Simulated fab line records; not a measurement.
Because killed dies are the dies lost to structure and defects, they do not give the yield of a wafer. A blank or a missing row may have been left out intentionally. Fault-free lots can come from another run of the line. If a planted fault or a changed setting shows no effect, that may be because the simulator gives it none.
8D (eight disciplines) problem report, filled in by code ; flow n5_finfet ; the parts of the form that need people (team, actions taken, sign-off) are left out

== 1. PROBLEM STATEMENT ==
Wafers without a fault read 12.81 nm, standard deviation 0.23; cd_nm at N5_BEOL_M0_SAQP_CD_MEAS_25 reads a mean of 5.60 nm on 2 wafers belonging to 2 lots. That puts it -31 standard deviations away from the usual mean.
The step: target cd 13.1 nm.
Seen first at day 7 12:16 on cd_sem-03, wafer L673.2. The record holds 28 wafers of 10 lots with a number at this step. Rule for "out", or "out of limits": more than 4 standard deviations from the usual mean. All remaining wafers that have a number are taken as sound.

== 2. WHAT IT IS, WHAT IT ISN'T ==
question;is;is not
which readings at this step;cd_nm;-
which lots;L673, L674;L667, L668, L676, L679, L681, L682, L686, L688
which wafers of those lots;L673.2, L674.2;L673.6, L674.6
read on which gauges;cd_sem-02, cd_sem-03;cd_sem-01
when;from day 7 12:16;"up to then (7 sound wafers); but 19 sound wafers of L674, L676, L679, L681, L682, L686, L688 came after"

== 3. THE SUSPECTS, EACH WITH WHAT RULES IT OUT ==
Counting: a tool at a process step up to the reading stays a suspect if it ran every lot that is out. Sound lots after the first of them don't rule it out here, since some wafers of a struck lot are sound.
- the gauge at N5_BEOL_M0_SAQP_CD_MEAS_25 has been ruled out. The wafers that are out were read on 2 gauges (cd_sem-02, cd_sem-03).
- vapor_etch-01 at N5_BEOL_M0_SAQP_RECESS_114 (chemistry HF/NH3, target SiO2, target depth 14.4 nm, afs cycles 3, sublimation time 60 s): kept. It processed each lot that is out (first: L673, day 7 11:12); up to then, its last sound lot is L668 (day 6 05:26).
- ald_sin-03 at N5_BEOL_M0_SAQP_SPACER1_ALD_98 (deposits SiO2, target thk 12.8 nm, pulse time 1 s, purge time 2 s): kept. It processed each lot that is out (first: L673, day 7 11:35); up to then, its last sound lot is L668 (day 6 05:49).
- rie_si-02 at N5_BEOL_M0_SAQP_MANDREL1_REMOVE_100 (chemistry HBr/Cl2/O2, target a-Si, stops on SiNx, bt time 10 s): kept. It processed each lot that is out (first: L673, day 7 12:09); up to then, its last sound lot is L667 (day 5 23:53).
- Within rie_si-02 at N5_BEOL_M0_SAQP_MANDREL1_REMOVE_100: the wafers that are out ran in chamber 0; their sound lot-mates ran in chambers 1, 3.
Still standing after the count: vapor_etch-01 at N5_BEOL_M0_SAQP_RECESS_114, ald_sin-03 at N5_BEOL_M0_SAQP_SPACER1_ALD_98, rie_si-02 at N5_BEOL_M0_SAQP_MANDREL1_REMOVE_100.

== 4. THE CAUSE (what the simulator had put in) ==
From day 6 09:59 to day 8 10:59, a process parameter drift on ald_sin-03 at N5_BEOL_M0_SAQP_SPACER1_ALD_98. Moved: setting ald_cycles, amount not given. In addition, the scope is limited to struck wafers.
Counting leaves 3 suspects; this tool is one of them.

== 5. THE CHAIN OF EFFECTS, in route order ==
One row per reading whose mean, taken over the struck wafers that have a number, lies over 3 standard deviations from the usual. Only readings whose record carries a usual standard deviation are examined. hours: median over the lots of the time between each lot's start at the first step of this table that gives one and its start at this step. sigmas: the change, counted in usual standard deviations.
hours;step;reading;usual;on struck wafers;change;sigmas
0;N5_BEOL_M0_SAQP_CD_MEAS_25;cd_nm;12.81 nm;5.60;-7.21;-31
153;N5_PASSIVATION_PROBE_49;defect_limited_yield;91.2 %;0.0;-91.2;-57
153;N5_PASSIVATION_PROBE_49;killed_at_M0_to_M3;34;1122;+1088;+99
153;N5_PASSIVATION_PROBE_49;killed_dies;104;1180;+1076;+57
153;N5_PASSIVATION_PROBE_49;killed_on_rim;14;152;+138;+34
153;N5_PASSIVATION_PROBE_49;sort_bin_5_function;5.1 %;96.5;+91.4;+91
153;N5_PASSIVATION_PROBE_49;sort_n_pass;1076;0;-1076;-57
153;N5_PASSIVATION_PROBE_49;sort_yield_pct;91.2 %;0.0;-91.2;-57
Its process steps:
- N5_PASSIVATION_PROBE_49

== 6. WHAT WOULD HAVE CAUGHT IT SOONER ==
The first out-of-limits reading at a measuring or inspecting step in this record came at day 7 12:16, 26 hours after the fault's start at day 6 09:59.
No tool reading at N5_BEOL_M0_SAQP_SPACER1_ALD_98 that has a usual standard deviation in the record was out on any struck wafer, so an alarm limit of 4 standard deviations on those readings would not have fired.
Of the lots that are out (2), L674 began N5_BEOL_M0_SAQP_SPACER1_ALD_98 on ald_sin-03 after day 7 12:16. Putting the tool on hold at that point would have spared it.
